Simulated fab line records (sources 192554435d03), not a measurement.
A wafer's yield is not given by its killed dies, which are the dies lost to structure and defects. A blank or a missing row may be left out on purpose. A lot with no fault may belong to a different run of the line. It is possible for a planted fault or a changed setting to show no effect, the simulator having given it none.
Struck lot and sound lot, side by side ; flow n5-finfet ; 36 steps out of a route of 1938
Sound: wafers L390.1, L390.4, L390.6. Struck: wafer L395.3 (left out: L395.1, L395.4 of the same lot, which were not struck); the cause appears at the end.
For every step that has rows: the tool of each side, followed by ch and its chambers, followed by its first start. Under that, the readings that differ: sound wafers ; struck wafers ; difference of the means ; sigmas: that difference in standard deviations of wafers without a fault.
alike: words and numbers the same on both sides, and readings whose means are apart by under 2 such deviations; not compared: readings that were withheld, readings missing a value for some wafer, numbers with overlapping values and no deviation given by the record, and bounds like >300 which may hide the same value.
A row with sigmas, a row that says differs or no value, or rows on one side alone: a step with any of these is where the two part. Numbers that have no deviation but don't overlap get no sigmas and don't part them. Lack of a reading on every wafer of one side parts them only where that side has two or more wafers.

first, 9 steps without rows for these wafers: N5_BEOL_M5_COAT_05 (resist thk 30 nm); N5_BEOL_M5_EBR_07; N5_BEOL_M5_SOFTBAKE_06 (time 60 s); N5_BEOL_M5_EXPOSE_08 (exposes mask M5, target cd 28 nm); N5_BEOL_M5_PEB_09 (peb time 60 s); N5_BEOL_M5_DEVELOP_10 (develop time 30 s); N5_BEOL_M5_DESCUM_16 (chemistry O2, time 7 s); N5_BEOL_M5_ETCH_72 (etches underlayer in N2/H2, target depth 6.5 nm, time 5.2 s); N5_BEOL_M5_ETCH_61 (etches SiARC in CF4, target depth 15.6 nm, time 26 s).
N5_BEOL_M5_ETCH_62: etches SOC in N2/H2, target depth 75 nm, overetch 15 nm, time 112.5 s.
  sound on rie-diel-02 ch 0,1,2, day 11 14:44; struck on rie-diel-02 ch 3, day 13 00:47
reading;sound;struck;difference;sigmas
model.SiARC_of_BEOL_M5_COAT_60.thk-nm (nm);6.6 6.6 6.4;3.8;-2.7;
model.BEOL_M5.cd-nm (nm);28 27.8 28;29.2;+1.3;
  alike: drypump-motor-current-A, oes-product-au, rf-vpp-V, showerhead-plenum-p-Torr, throttle-valve-pct
  not compared: rf-hours-counter-h
then, 5 steps without rows for these wafers: N5_BEOL_M5_STRIP_63 (strips in N2/H2); N5_BEOL_M5_STRIP_73 (strips in N2/H2); N5_BEOL_M5_STRIP_64 (strips in CF4); N5_BEOL_M5_HM_OPEN_17 (chemistry Cl2/BCl3, target TiN, target depth 20 nm, overetch 6 nm); N5_BEOL_M5_STRIP_19 (strips in O2).
N5_BEOL_M5_CD_MEAS_18: pitch 56 nm, target cd 28 nm.
  sound on cd-sem-03, day 11 15:05; struck on cd-sem-02, day 13 01:08
reading;sound;struck;difference;sigmas
cd-nm (nm);28.1 28.0 28.3;29.2;+1.1;+3
then, 19 steps without rows for these wafers: N5_BEOL_M5_COAT_65 (time 60 s, resist thk 60 nm); N5_BEOL_M5_COAT_66 (time 60 s, resist thk 12 nm); N5_BEOL_M5_COAT_74 (time 60 s, resist thk 5 nm); N5_BEOL_M5_COAT_22 (resist thk 30 nm); N5_BEOL_M5_EBR_24; N5_BEOL_M5_SOFTBAKE_23 (time 60 s); N5_BEOL_M5_EXPOSE_25 (exposes mask V4, defocus 10 nm); N5_BEOL_M5_PEB_26 (peb time 60 s); N5_BEOL_M5_DEVELOP_27 (develop time 30 s); N5_BEOL_M5_DESCUM_33 (chemistry O2, time 7 s); N5_BEOL_M5_ETCH_75 (etches underlayer in N2/H2, target depth 6.5 nm, time 5.2 s); N5_BEOL_M5_ETCH_67 (etches SiARC in CF4, target depth 15.6 nm, time 26 s); N5_BEOL_M5_ETCH_68 (etches SOC in N2/H2, target depth 80 nm, overetch 16 nm, time 120 s); N5_BEOL_M5_STRIP_69 (strips in N2/H2); N5_BEOL_M5_STRIP_76 (strips in N2/H2); N5_BEOL_M5_VIA_ETCH_34 (etches SiCOH lowk in C4F6/O2, target depth 88.3 nm, time 39.2 s); N5_BEOL_M5_STRIP_85 (strips in C4F6/O2); N5_BEOL_M5_STRIP_36 (strips in N2/H2); N5_BEOL_M5_TRENCH_ETCH_37 (etches SiCOH lowk in C4F6/O2, target depth 71.652 nm, time 24.7 s).
N5_BEOL_M5_ETCH_41: etches SiCN in CH3F/O2, target depth 31.5 nm, time 56.7 s.
  sound on rie-diel-02 ch 0,2; struck on rie-diel-05 ch 1
reading;sound;struck;difference;sigmas
model.BEOL_M5.cd-nm (nm);28.2 28 28.2;29.4;+1.3;
  alike: drypump-motor-current-A, oes-product-au, rf-vpp-V, showerhead-plenum-p-Torr, throttle-valve-pct
  not compared: rf-hours-counter-h

WHERE THEY PART
Only at N5_BEOL_M5_CD_MEAS_18, within this record. Later steps at which nothing parts them and some readings are alike: N5_BEOL_M5_ETCH_41.

WHY: whatever the simulator had introduced
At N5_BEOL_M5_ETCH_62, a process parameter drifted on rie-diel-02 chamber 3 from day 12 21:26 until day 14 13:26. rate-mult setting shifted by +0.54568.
